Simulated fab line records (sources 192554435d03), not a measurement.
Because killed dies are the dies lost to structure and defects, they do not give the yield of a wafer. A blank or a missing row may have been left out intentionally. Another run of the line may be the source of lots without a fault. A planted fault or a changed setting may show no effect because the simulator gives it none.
fab line records | flow n5_finfet
[record] lots = 10 wafers = 30 last_day = 19
route steps=1938 shown BEOL_M4@1111 MIM_BOT_LITHO@1865 MIM_BOT_ETCH@1867 PASS1_CAP@1874 PASSIVATION@1936 END@1938
lots untouched by any fault: they come from a run of this same line in which no faults occurred
start_h: hours from the record's first day to the start of the lot's first wafer shown | wait_h: hours since the lot's step before | " the same as in the row above | L1.1+2: a row that stands for several wafers | - either no value or no given start | * or withheld: withheld | < > ~ a bound
route shown NAME@n: names a module that has steps shown in the file, with the first one's number in the route | usual: mean and standard deviation over wafers with no fault | same: alike in all rows | chamber/n: place in a boat | sites: each site's reading | _std_site: standard deviation of those values | _edge_site: outer sites' mean less inner sites' | radius_mm: how far each site lies from the wafer's centre | mask NAME#n: copy n | behind: the last tool/chamber to shape the wafer | hold: what put the lot on hold/how long, in hours/how the hold closed | device: which transistor (n, p or np) failed to switch | end of line: tests run on the same wafers once the route is complete | step lacking rows: just its recipe | killed: at the first sort, the dies lost to defects and structure; wafer yield is something else | map: a wafer's dies, marking killed ones x, the rest . and places with no die _
set.NAME: the run value of the setting; set.NAME@STEP: its run value at that earlier step | model.NAME: the simulator's own value behind a step, which no gauge read
the route's steps for a sample of lots (tables are steps, rows are wafers)
services: from which hour (start_h, from the record's first day; less than 0 if before it) a tool's chamber was out of use, for how many hours, and why
[[steps]]
[step N5_BEOL_M4_RC_MEAS_101]
[usual] DIBL_N = 36.3/1.6 DIBL_P = 36.4/2.1 IOFF_N = 0.16/0.032 IOFF_P = 0.22/0.044 ION_N = 675/12 ION_P = 463/8.3 SS_N = 71.6/0.64 SS_P = 73.3/0.67 VT_N = 250/3.3 VT_P = -250/3.7
// columns lot.wafer tool chamber start_h wait_h DIBL_N[mV/V] DIBL_P[mV/V] IOFF_N[nA/um] IOFF_P[nA/um] ION_N[uA/um] ION_P[uA/um] SS_N[mV/dec] SS_P[mV/dec] VT_N[mV] VT_P[mV]
L583.3 prober-01 0 209.26 0.3 37.6 38.7 0.17 0.21 675 462 72.0 73.9 248 -250
L583.4 " 0 " " 35.8 35.3 0.13 0.16 672 452 71.6 72.1 252 -256
L583.5 " 0 " " 35.0 35.0 0.12 0.16 666 455 70.9 72.7 252 -255
L581.2 prober-01 0 221.38 0.2 33.9 34.4 0.12 0.18 664 454 70.7 72.0 254 -252
L581.3 " 0 " " 35.8 36.6 0.16 0.21 683 466 71.1 72.7 250 -253
L581.4 " 0 " " 33.8 33.3 0.12 0.17 663 460 71.6 72.3 252 -254
L584.3 prober-02 0 226.43 0.3 38.8 38.2 0.18 0.23 684 466 71.7 73.9 252 -247
L584.4 " 0 " " 35.0 33.1 0.12 0.16 666 455 70.6 73.1 256 -255
L584.5 " 0 " " 36.4 35.1 0.15 0.20 686 464 71.9 73.5 251 -251
L589.1 prober-01 0 254.70 0.0 38.7 39.0 0.20 0.32 664 472 73.3 73.9 248 -242
L589.4 " 0 " " 38.2 39.1 0.18 0.32 683 477 71.7 73.5 249 -244
L589.6 " 0 " " 37.8 37.9 0.18 0.31 686 484 72.3 73.8 247 -240
L593.2 prober-01 0 279.55 0.2 37.1 37.6 0.17 0.23 692 464 72.2 73.9 248 -250
L593.3 " 0 " " 36.7 35.7 0.15 0.19 681 456 71.4 72.4 250 -252
L593.4 " 0 " " 35.6 34.2 0.13 0.18 670 453 71.1 72.9 251 -253
L596.1 prober-02 0 306.11 0.7 34.7 35.1 0.14 0.20 663 458 71.4 73.7 253 -253
L596.3 " 0 " " 33.1 33.9 0.11 0.18 651 457 71.3 73.1 257 -252
L596.4 " 0 " " 35.3 35.8 0.15 0.20 668 462 71.0 74.1 251 -251
L598.3 prober-01 0 308.73 0.3 38.0 37.5 0.20 0.26 699 471 72.3 74.3 246 -244
L598.4 " 0 " " 33.7 32.2 0.12 0.17 654 452 70.6 72.7 253 -250
L598.5 " 0 " " 34.7 33.5 0.13 0.18 674 461 71.4 74.0 251 -251
L600.3 prober-02 0 317.36 0.3 34.3 32.5 0.10 0.13 642 435 70.7 72.8 257 -258
L600.5 " 0 " " 34.8 33.8 0.12 0.14 676 460 71.0 73.8 253 -256
L600.6 " 0 " " 33.7 31.3 0.09 0.12 651 442 70.2 71.9 258 -259
L599.1 prober-02 0 323.48 0.0 34.9 35.0 0.14 0.19 666 465 71.3 72.3 251 -251
L599.3 " 0 " " 37.0 37.8 0.18 0.24 681 469 71.4 73.3 246 -247
L599.6 " 0 " " 37.3 37.6 0.18 0.23 685 467 71.3 73.4 244 -249
L602.1 prober-02 0 350.85 0.0 35.6 35.1 0.12 0.18 648 450 71.4 73.4 255 -253
L602.2 " 0 " " 34.9 34.2 0.12 0.17 672 464 70.7 73.2 254 -251
L602.3 " 0 " " 36.8 35.7 0.14 0.19 667 461 70.9 72.4 252 -253
[step N5_MIM_BOT_LITHO_DESCUM_10]
[recipe] chemistry = O2 time_s = 7.9 source_power_w = 50 bias_power_w = 20 pressure_mtorr = 20 rf_frequency_hz = 2.712e+07 temp_c = 40 o2_flow_sccm = 225
[usual] drypump_motor_current_A = 5.9/0.54 oes_product_au = 0.84/0.08 rf_vpp_V = 243.4/1.4 showerhead_plenum_p_Torr = 2.11/0.079 throttle_valve_pct = 20.30/0.29
// columns lot.wafer tool chamber start_h wait_h drypump_motor_current_A oes_product_au rf_hours_counter_h rf_vpp_V showerhead_plenum_p_Torr throttle_valve_pct
L583.3 rie_diel-02 0 309.14 0.0 6.1 0.85 64 246.3 2.22 19.97
L583.4 " 3 " " 6.4 0.69 230 240.6 1.98 20.23
L583.5 " 0 " " 6.1 0.86 - 246.0 2.22 19.95
L581.2 rie_diel-06 3 331.51 0.0 6.7 0.93 16 242.5 2.12 19.98
L581.3 " 0 " " 5.9 0.70 241 243.5 2.13 20.52
L581.4 " 1 " " 5.2 0.66 249 243.5 2.17 20.60
L584.3 rie_diel-06 3 342.57 0.0 6.8 0.91 20 244.2 2.12 19.96
L584.4 " 0 " " 5.9 0.69 - 245.7 2.13 20.51
L584.5 " 2 " " 6.2 0.94 - 243.5 2.16 20.36
L589.1 rie_diel-06 3 362.96 0.0 6.7 0.91 31 244.0 2.12 20.00
L589.4 " 2 " " 6.2 0.91 - 243.3 2.15 20.38
L589.6 " 0 " " 5.9 0.69 - 244.7 2.13 20.53
L593.2 rie_diel-02 2 373.10 0.0 5.1 0.87 50 241.7 2.04 20.22
L593.3 " 0 " " 6.1 0.82 88 245.1 2.21 19.98
L593.4 " 2 " " 5.1 0.87 - 243.3 2.04 20.21
L596.1 rie_diel-06 3 401.01 0.0 6.8 0.86 49 244.2 2.11 20.02
L596.3 " 2 " " 6.1 0.87 39 244.8 2.15 20.42
L596.4 " 3 " " 6.8 0.87 - 244.3 2.11 20.01
L598.3 rie_diel-06 2 403.29 0.0 6.1 0.88 41 243.9 2.15 20.42
L598.4 " 3 " " 6.8 0.87 - 243.3 2.11 20.02
L598.5 " 2 " " 6.2 0.87 - 243.3 2.15 20.40
L599.1 rie_diel-02 0 417.64 0.0 6.1 0.81 104 244.9 2.21 20.01
L599.3 " 3 " " 6.4 0.92 11 245.1 2.23 19.97
L599.6 " 1 " " 5.5 0.85 - 242.9 2.05 20.69
L600.3 rie_diel-06 1 421.63 0.3 5.2 0.89 22 244.4 2.16 20.41
L600.5 " 1 " " 5.2 0.89 - 243.1 2.16 20.38
L600.6 " 3 " " 6.7 0.85 - 243.4 2.11 20.04
L602.1 rie_diel-02 2 451.35 0.0 5.2 0.83 77 241.8 2.03 20.25
L602.2 " 0 " " 6.1 0.79 116 244.9 2.20 20.02
L602.3 " 3 " " 6.3 0.90 25 245.2 2.23 19.97
[step N5_MIM_BOT_ETCH_ETCH_03]
[recipe] chemistry = Cl2/BCl3 target_depth_a = 120 pressure_mtorr = 8 icp_w = 800 bias_w = 100 Cl2_flow_sccm = 20 bcl3_flow_sccm = 80
[usual] drypump_motor_current_A = 5.5/0.58 oes_product_au = 0.84/0.07 throttle_valve_pct = 27.49/0.27
// columns lot.wafer tool chamber start_h wait_h drypump_motor_current_A oes_product_au rf_hours_counter_h throttle_valve_pct
L583.3 rie_metal-03 0 309.35 0.1 5.1 0.79 - 27.86
L583.4 " 0 " " 5.1 0.79 - 27.89
L583.5 " 0 " " 5.1 0.79 - 27.88
L581.2 rie_metal-03 0 331.66 0.1 5.1 0.78 47 27.87
L581.3 " 1 " " 6.0 0.99 - 27.25
L581.4 " 0 " " 5.2 0.79 - 27.89
L584.3 rie_metal-03 1 342.79 0.1 6.1 0.97 - 27.26
L584.4 " 1 " " 6.1 0.97 - 27.27
L584.5 " 1 " " 6.0 0.96 - 27.26
L589.1 rie_metal-01 1 363.12 0.1 5.6 0.76 42 27.22
L589.4 " 0 " " 5.0 0.82 - 27.42
L589.6 " 1 " " 5.6 0.76 - 27.22
L593.2 rie_metal-01 1 373.25 0.1 5.7 0.75 42 27.22
L593.3 " 0 " " 5.0 0.81 - 27.40
L593.4 " 1 " " 5.6 0.75 - 27.23
L596.1 rie_metal-03 0 401.16 0.1 5.2 0.77 54 27.89
L596.3 " 1 " " 6.0 0.91 - 27.26
L596.4 " 0 " " 5.2 0.76 - 27.89
L598.3 rie_metal-01 0 403.47 0.1 5.0 0.79 - 27.40
L598.4 " 1 " " 5.7 0.74 - 27.25
L598.5 " 0 " " 4.9 0.80 - 27.42
L599.1 rie_metal-03 0 417.79 0.1 5.1 0.76 56 27.90
L599.3 " 0 " " 5.1 0.76 - 27.90
L599.6 " 1 " " 6.0 0.90 - 27.26
L600.3 rie_metal-02 0 421.82 0.1 4.9 0.87 - 27.25
L600.5 " 0 " " 4.9 0.87 - 27.28
L600.6 " 1 " " 6.4 0.80 - 27.74
L602.1 rie_metal-03 1 451.50 0.1 6.0 0.88 14 27.28
L602.2 " 0 " " 5.1 0.75 59 27.91
L602.3 " 1 " " 6.0 0.88 - 27.29
[step N5_PASSIVATION_PECVD_01]
[recipe] material = SiNx target_thk_a = 2000 temp_c = 400 precursor = SiH4/NH3/N2 pressure_torr = 4.9 rf_w = 1406 time_s = 43.2
[usual] heater_power_w = 399/100 showerhead_plenum_p_Torr = 8.64/0.1 throttle_valve_pct = 29.0/1.3
// columns lot.wafer tool chamber start_h wait_h heater_power_w showerhead_plenum_p_Torr throttle_valve_pct
L583.3 pecvd-02 2 310.27 0.0 540 8.49 29.7
L583.4 " 2 " " 564 8.49 29.6
L583.5 " 1 " " 434 8.78 28.9
L581.2 pecvd-01 1 332.43 0.0 436 8.50 27.7
L581.3 " 2 " " 217 8.57 28.5
L581.4 " 0 " " 343 8.68 30.7
L584.3 pecvd-02 1 343.79 0.0 470 8.76 29.1
L584.4 " 0 " " 425 8.73 30.4
L584.5 " 1 " " 461 8.77 28.8
L589.1 pecvd-02 1 363.97 0.0 375 8.76 29.0
L589.4 " 2 " " 476 8.51 29.8
L589.6 " 1 " " 388 8.75 29.2
L593.2 pecvd-02 1 374.07 0.0 390 8.76 28.9
L593.3 " 2 " " 560 8.51 29.8
L593.4 " 1 " " 408 8.76 29.2
L596.1 pecvd-04 2 401.96 0.0 294 8.63 27.6
L596.3 " 0 " " 253 8.68 27.0
L596.4 " 2 " " 311 8.63 27.8
L598.3 pecvd-01 0 404.21 0.0 317 8.67 31.1
L598.4 " 0 " " 334 8.68 31.0
L598.5 " 1 " " 327 8.51 27.6
L599.1 pecvd-04 1 418.56 0.0 401 8.74 27.6
L599.3 " 0 " " 168 8.70 27.4
L599.6 " 1 " " 418 8.72 27.9
L600.3 pecvd-04 2 422.62 0.0 256 8.60 27.6
L600.5 " 2 " " 276 8.61 27.7
L600.6 " 0 " " 259 8.67 27.3
L602.1 pecvd-04 2 452.27 0.0 270 8.62 27.6
L602.2 " 0 " " 195 8.67 27.3
L602.3 " 1 " " 429 8.73 28.0
[step N5_PASSIVATION_PROBE_49]
[usual] defect_limited_yield = 91.4/1.2 killed_at_M0_to_M3 = 35/11 killed_at_M4_up = 14/6 killed_at_contacts = 12/6.7 killed_at_front_end = 37/9.7 killed_at_other = 3.5/2.5 killed_dies = 102/15 killed_on_rim = 13/3.6 killed_open = 67/12 killed_short = 33/7.3 sort_bin_5_function = 5.1/0.81 sort_bin_6_memory = 3.2/0.65 sort_bin_8_speed = 0.00/0.021 sort_n_pass = 1078/15 sort_yield_pct = 91.4/1.2
[same] gross_dies = 1180 killed_at_back_side = 0 sort_bin_4_leakage[%] = 0
// columns lot.wafer tool chamber start_h wait_h defect_limited_yield[%] killed_at_M0_to_M3 killed_at_M4_up killed_at_contacts killed_at_front_end killed_at_other killed_dies killed_on_rim killed_open killed_short sort_bin_5_function[%] sort_bin_6_memory[%] sort_bin_8_speed[%] sort_n_pass sort_yield_pct[%]
L581.2 prober-02 - 343.94 0.1 91.7 25 36 11 25 1 98 12 68 26 4.2 3.8 0 1082 91.7
L581.3 prober-02 - 343.99 0.1 93.8 21 21 8 20 3 73 10 46 23 3.8 1.8 0 1107 93.8
L581.4 prober-02 - 344.04 0.2 91.2 53 13 16 19 3 104 10 66 36 5.2 3.3 0 1076 91.2
L584.3 prober-01 - 353.66 0.1 93.7 9 14 3 44 4 74 14 52 22 3.4 2.6 0 1106 93.7
L584.4 prober-01 - 353.71 0.2 91.6 32 15 13 35 4 99 13 65 31 5.3 3.1 0 1081 91.6
L584.5 prober-01 - 353.76 0.2 92.7 27 11 10 37 1 86 12 49 36 4.2 2.9 0 1094 92.7
L589.1 prober-01 - 372.77 0.0 66.4 16 12 2 46 321 397 152 50 27 4.0 2.3 0 783 66.4
L589.4 prober-01 - 372.92 0.2 74.2 36 17 15 35 202 305 117 70 33 5.8 2.6 0 875 74.2
L589.6 prober-01 - 373.02 0.3 79.2 36 16 12 24 157 245 102 57 34 4.4 2.9 0 935 79.2
L593.2 prober-02 - 381.59 0.3 64.3 32 30 12 25 322 421 152 70 33 5.6 2.8 0 759 64.3
L593.3 prober-02 - 381.64 0.4 64.6 35 23 14 26 320 418 152 78 29 5.3 3.5 0 762 64.6
L593.4 prober-02 - 381.69 0.4 67.2 31 10 4 28 314 387 152 46 27 3.8 2.3 0 793 67.2
L598.3 prober-01 - 414.80 0.1 89.2 51 3 11 57 5 127 23 84 42 6.1 4.3 0 1053 89.2
L598.4 prober-01 - 414.85 0.2 88.5 49 17 10 59 1 136 20 87 48 7.1 4.0 0 1044 88.5
L598.5 prober-01 - 414.90 0.2 89.9 46 13 16 43 1 119 21 70 41 5.8 3.2 0 1061 89.9
L596.1 prober-01 - 416.27 0.0 92.0 37 5 21 23 8 94 16 55 38 4.2 3.2 0 1086 92.0
L596.3 prober-01 - 416.37 0.1 92.0 27 10 9 39 9 94 14 57 37 4.0 3.7 0 1086 92.0
L596.4 prober-01 - 416.42 0.2 91.2 34 16 8 35 11 104 10 69 35 5.4 3.4 0 1076 91.2
L599.1 prober-02 - 425.76 0.0 90.0 40 9 19 47 3 118 19 62 56 5.6 4.1 0 1062 90.0
L599.3 prober-02 - 425.86 0.1 88.6 64 10 10 49 2 135 14 97 38 6.8 4.3 0 1045 88.6
L599.6 prober-02 - 426.01 0.3 91.4 52 9 7 27 7 102 8 70 32 4.8 3.6 0 1078 91.4
L602.1 prober-01 - 460.16 0.0 94.0 21 6 7 37 0 71 13 44 19 3.1 1.8 0 1109 94.0
L602.2 prober-01 - 460.21 0.1 93.8 29 8 3 32 1 73 10 46 26 4.8 1.0 0 1107 93.8
L602.3 prober-01 - 460.26 0.1 93.1 18 6 4 52 2 82 9 53 28 3.1 3.6 0 1098 93.1
// killed by level:class
L581.2 BEOL_M4:geometric_particle:open=18 MOL_CONTACT_COAG:geometric_particle:open=10 STI_FIN_REVEAL:geometric_particle:open=9 BEOL_M0_SAQP:geometric_particle:short=6 BEOL_M0_SAQP:geometric_particle:open=6 BEOL_M4:geometric_particle:short=6 BEOL_M2:geometric_particle:open=5 BEOL_M3:geometric_particle:open=5
L581.3 BEOL_M4:geometric_particle:open=10 BEOL_M0_SAQP:geometric_particle:short=6 BEOL_M0_SAQP:geometric_particle:open=6 STI_FIN_REVEAL:geometric_particle:open=5 MOL_CONTACT_COAG:geometric_particle:short=4 MOL_CONTACT_COAG:geometric_particle:open=4 STI_FIN_REVEAL:geometric_particle:short=3 BEOL_M2:geometric_particle:open=3
L581.4 BEOL_M0_SAQP:geometric_particle:short=16 MOL_CONTACT_COAG:geometric_particle:open=12 BEOL_M2:geometric_particle:open=12 BEOL_M0_SAQP:geometric_particle:open=11 BEOL_M4:geometric_particle:open=6 DUMMY_GATE:geometric_particle:open=5 BEOL_M1:geometric_particle:open=5 MOL_CONTACT_COAG:geometric_particle:short=4
L584.3 FIN_SAQP:geometric_particle:open=14 STI_FIN_REVEAL:geometric_particle:open=7 BEOL_M4:geometric_particle:open=7 FIN_SAQP:geometric_particle:short=6 STARTING-WAFER:geometric_particle:open=4 ILD0:geometric_particle:open=3 BEOL_M0_SAQP:geometric_particle:open=3 ILD0:geometric_particle:short=2
L584.4 FIN_SAQP:geometric_particle:open=14 BEOL_M3:geometric_particle:open=11 MOL_CONTACT_COAG:geometric_particle:open=9 BEOL_M2:geometric_particle:open=6 GATE_CUT:geometric_particle:short=5 BEOL_M0_SAQP:geometric_particle:short=5 BEOL_M4:geometric_particle:open=5 MOL_CONTACT_COAG:geometric_particle:short=4
L584.5 FIN_SAQP:geometric_particle:short=9 MOL_CONTACT_COAG:geometric_particle:open=9 BEOL_M0_SAQP:geometric_particle:short=8 GATE_CUT:geometric_particle:short=7 BEOL_M2:geometric_particle:open=6 FIN_SAQP:geometric_particle:open=5 STI_FIN_REVEAL:geometric_particle:open=5 ILD0:geometric_particle:short=3
L589.1 PASS1_CAP:area_pecvd=319 STI_FIN_REVEAL:geometric_particle:open=11 FIN_SAQP:geometric_particle:short=8 FIN_SAQP:geometric_particle:open=5 DUMMY_GATE:geometric_particle:open=5 ILD0:geometric_particle:open=5 BEOL_M1:geometric_particle:open=5 BEOL_M4:geometric_particle:open=4
L589.4 PASS1_CAP:area_pecvd=202 MOL_CONTACT_COAG:geometric_particle:open=14 BEOL_M0_SAQP:geometric_particle:open=13 BEOL_M4:geometric_particle:open=9 FIN_SAQP:geometric_particle:short=7 BEOL_M0_SAQP:geometric_particle:short=6 FIN_SAQP:geometric_particle:open=5 DUMMY_GATE:geometric_particle:open=5
L589.6 PASS1_CAP:area_pecvd=153 MOL_CONTACT_COAG:geometric_particle:open=10 BEOL_M0_SAQP:geometric_particle:short=10 BEOL_M0_SAQP:geometric_particle:open=6 BEOL_M8:geometric_particle:open=5 STI_FIN_REVEAL:geometric_particle:open=4 BEOL_M0:geometric_particle:open=4 BEOL_M2:geometric_particle:open=4
L593.2 PASS1_CAP:area_pecvd=318 BEOL_M4:geometric_particle:open=14 MOL_CONTACT_COAG:geometric_particle:open=11 BEOL_M0_SAQP:geometric_particle:short=10 BEOL_M3:geometric_particle:open=6 FIN_SAQP:geometric_particle:open=5 STI_FIN_REVEAL:geometric_particle:open=5 FIN_SAQP:geometric_particle:short=4
L593.3 PASS1_CAP:area_pecvd=310 BEOL_M4:geometric_particle:open=15 BEOL_M3:geometric_particle:open=14 STI_FIN_REVEAL:geometric_particle:open=11 MOL_CONTACT_COAG:geometric_particle:open=10 BEOL_M0_SAQP:geometric_particle:open=6 BEOL_M1:geometric_particle:open=5 PASS1_CAP:geometric_particle:short=5
L593.4 PASS1_CAP:area_pecvd=313 FIN_SAQP:geometric_particle:short=9 BEOL_M0_SAQP:geometric_particle:open=5 BEOL_M1:geometric_particle:open=5 BEOL_M3:geometric_particle:open=5 FIN_SAQP:geometric_particle:open=4 STI_FIN_REVEAL:geometric_particle:open=4 BEOL_M0:geometric_particle:open=4
L598.3 BEOL_M3:geometric_particle:open=19 FIN_SAQP:geometric_particle:open=11 BEOL_M0_SAQP:geometric_particle:short=11 BEOL_M0_SAQP:geometric_particle:open=10 GATE_CUT:geometric_particle:short=9 STI_FIN_REVEAL:geometric_particle:open=9 MOL_CONTACT_COAG:geometric_particle:open=9 FIN_SAQP:geometric_particle:short=7
L598.4 STI_FIN_REVEAL:geometric_particle:open=18 BEOL_M3:geometric_particle:open=14 FIN_SAQP:geometric_particle:short=12 BEOL_M2:geometric_particle:open=11 BEOL_M0_SAQP:geometric_particle:open=9 BEOL_M0_SAQP:geometric_particle:short=8 BEOL_M4:geometric_particle:open=8 FIN_SAQP:geometric_particle:open=6
L598.5 BEOL_M0_SAQP:geometric_particle:open=13 MOL_CONTACT_COAG:geometric_particle:open=12 BEOL_M0_SAQP:geometric_particle:short=11 FIN_SAQP:geometric_particle:open=10 BEOL_M4:geometric_particle:open=9 BEOL_M3:geometric_particle:open=7 FIN_SAQP:geometric_particle:short=6 BEOL_M2:geometric_particle:open=6
L596.1 MOL_CONTACT_COAG:geometric_particle:open=15 BEOL_M0_SAQP:geometric_particle:open=13 BEOL_M0_SAQP:geometric_particle:short=11 STARTING-WAFER:geometric_particle:short=7 MOL_CONTACT_COAG:geometric_particle:short=6 FIN_SAQP:geometric_particle:open=4 STI_FIN_REVEAL:geometric_particle:open=3 BEOL_M0:geometric_particle:open=3
L596.3 STI_FIN_REVEAL:geometric_particle:open=11 BEOL_M3:geometric_particle:open=10 FIN_SAQP:geometric_particle:open=7 BEOL_M0_SAQP:geometric_particle:short=6 BEOL_M4:geometric_particle:open=6 STARTING-WAFER:geometric_particle:short=6 FIN_SAQP:geometric_particle:short=5 MOL_CONTACT_COAG:geometric_particle:open=5
L596.4 BEOL_M0_SAQP:geometric_particle:open=13 STI_FIN_REVEAL:geometric_particle:open=11 BEOL_M0_SAQP:geometric_particle:short=8 MOL_CONTACT_COAG:geometric_particle:open=7 BEOL_M4:geometric_particle:open=6 FIN_SAQP:geometric_particle:short=5 FIN_SAQP:geometric_particle:open=5 DUMMY_GATE:geometric_particle:open=5
L599.1 MOL_CONTACT_COAG:geometric_particle:open=16 BEOL_M0_SAQP:geometric_particle:short=16 BEOL_M0_SAQP:geometric_particle:open=14 FIN_SAQP:geometric_particle:short=10 STARTING-WAFER:geometric_particle:short=7 GATE_CUT:geometric_particle:short=5 BEOL_M4:geometric_particle:open=5 FIN_SAQP:geometric_particle:open=4
L599.3 BEOL_M0_SAQP:geometric_particle:open=16 BEOL_M1:geometric_particle:open=12 BEOL_M0_SAQP:geometric_particle:short=10 FIN_SAQP:geometric_particle:open=9 STI_FIN_REVEAL:geometric_particle:open=9 BEOL_M3:geometric_particle:open=9 DUMMY_GATE:geometric_particle:open=8 MOL_CONTACT_COAG:geometric_particle:open=8
L599.6 BEOL_M0_SAQP:geometric_particle:open=17 BEOL_M0_SAQP:geometric_particle:short=9 BEOL_M3:geometric_particle:open=8 BEOL_M1:geometric_particle:open=7 GATE_CUT:geometric_particle:open=6 BEOL_M3:geometric_particle:short=5 FIN_SAQP:geometric_particle:open=4 MOL_CONTACT_COAG:geometric_particle:open=4
L602.1 STI_FIN_REVEAL:geometric_particle:open=9 FIN_SAQP:geometric_particle:open=8 HKMG_FIN:area_etch=7 MOL_CONTACT_COAG:geometric_particle:open=6 BEOL_M0_SAQP:geometric_particle:open=5 BEOL_M1:geometric_particle:short=4 FIN_SAQP:geometric_particle:short=4 BEOL_M2:geometric_particle:open=4
L602.2 STI_FIN_REVEAL:geometric_particle:open=10 BEOL_M3:geometric_particle:open=10 FIN_SAQP:geometric_particle:open=7 FIN_SAQP:geometric_particle:short=6 STI_FIN_REVEAL:geometric_particle:short=5 BEOL_M0_SAQP:geometric_particle:short=5 BEOL_M2:geometric_particle:open=4 BEOL_M0_SAQP:geometric_particle:open=3
L602.3 FIN_SAQP:geometric_particle:short=14 STI_FIN_REVEAL:geometric_particle:open=12 FIN_SAQP:geometric_particle:open=10 BEOL_M3:geometric_particle:open=5 BEOL_M4:geometric_particle:open=5 STI_FIN_REVEAL:geometric_particle:short=4 DUMMY_GATE:geometric_particle:open=3 BEOL_M1:geometric_particle:open=3
[step N5_PASSIVATION_INSPECT_57]
[recipe] inspect_instrument = macro mode = outgoing
[usual] raw_defect_count = 2.0/1.4
// columns lot.wafer tool chamber start_h wait_h raw_defect_count
L583.3 defect_inspect-01 - 318.71 0.0 5
L583.4 " - " " 2
L583.5 " - " " 0
L581.2 defect_inspect-02 - 344.24 0.0 1
L581.3 " - " " 2
L581.4 " - " " 3
L584.3 defect_inspect-02 - 353.92 0.0 1
L584.4 " - " " 0
L584.5 " - " " 3
L589.1 defect_inspect-02 - 373.13 0.0 2
L589.4 " - " " 3
L589.6 " - " " 2
L593.2 defect_inspect-02 - 381.90 0.0 1
L593.3 " - " " 1
L593.4 " - " " 1
L598.3 defect_inspect-01 - 415.06 0.0 2
L598.4 " - " " 2
L598.5 " - " " 0
L596.1 defect_inspect-01 - 416.63 0.0 3
L596.3 " - " " 3
L596.4 " - " " 2
L599.1 defect_inspect-02 - 426.11 0.0 2
L599.3 " - " " 3
L599.6 " - " " 3
L600.3 defect_inspect-02 - 430.41 0.0 1
L600.5 " - " " 1
L600.6 " - " " 2
L602.1 defect_inspect-02 - 460.52 0.0 1
L602.2 " - " " 1
L602.3 " - " " 0
[[services]]
// columns tool chamber start_h hours kind
rie_diel-06 2 289.23 - clean
rie_diel-06 2 289.23 - consumable_replace:focus_ring
rie_diel-06 2 289.23 18.8 scheduled_down
rie_diel-06 2 289.23 18.8 vent_cycle
pecvd-04 - 296.71 4.4 repair
rie_metal-03 1 307.94 - clean
rie_metal-03 1 307.94 13.2 scheduled_down
rie_metal-03 1 307.94 13.2 vent_cycle
rie_metal-02 - 325.49 1.1 repair
rie_diel-02 - 336.28 0.6 repair
rie_diel-06 1 337.72 - clean
rie_diel-06 1 337.72 - consumable_replace:focus_ring
rie_diel-06 1 337.72 25.3 scheduled_down
rie_diel-06 1 337.72 25.3 vent_cycle
rie_metal-01 1 339.18 17.2 repair
rie_metal-03 0 339.98 5.8 repair
pecvd-02 0 355.07 39.7 repair
rie_diel-06 0 363.10 - clean
rie_diel-06 - 367.66 0.3 repair
rie_metal-01 1 374.88 1.7 repair
rie_metal-02 0 383.10 15.2 repair
rie_diel-06 0 391.80 48.8 repair
rie_diel-06 1 404.37 14.4 repair
rie_metal-02 0 408.68 5.2 repair
[[key]]
[first_sign] step = N5_PASSIVATION_PROBE_49 reading = killed_at_other direction = up sigmas = 99+ usual = 3.5 struck = 272.7
[effect] step = N5_PASSIVATION_PROBE_49 reading = sort_yield_pct direction = down sigmas = 18 usual = 91.4 struck = 69.3
[more_kills_born_at] N5_PASSIVATION_PECVD_01@pecvd-02 = 1615
met_at N5_PASSIVATION_PECVD_01
struck_lots L589,L593
not_acting_at N5_MIM_BOT_LITHO_DESCUM_10,N5_MIM_BOT_ETCH_ETCH_03,N5_PASSIVATION_INSPECT_57
onset_between 343.79 363.97
[fault] kind = site_profile_drift tool = pecvd-02 chamber = - onset_h = 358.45 steps = N5_PASSIVATION_PECVD_01 basis = fraction max_abs_drift = 0.39509 slope_share_per_hr = 87.797 site_pattern = 0,0,0,0,0,-1,-1,-1,-1
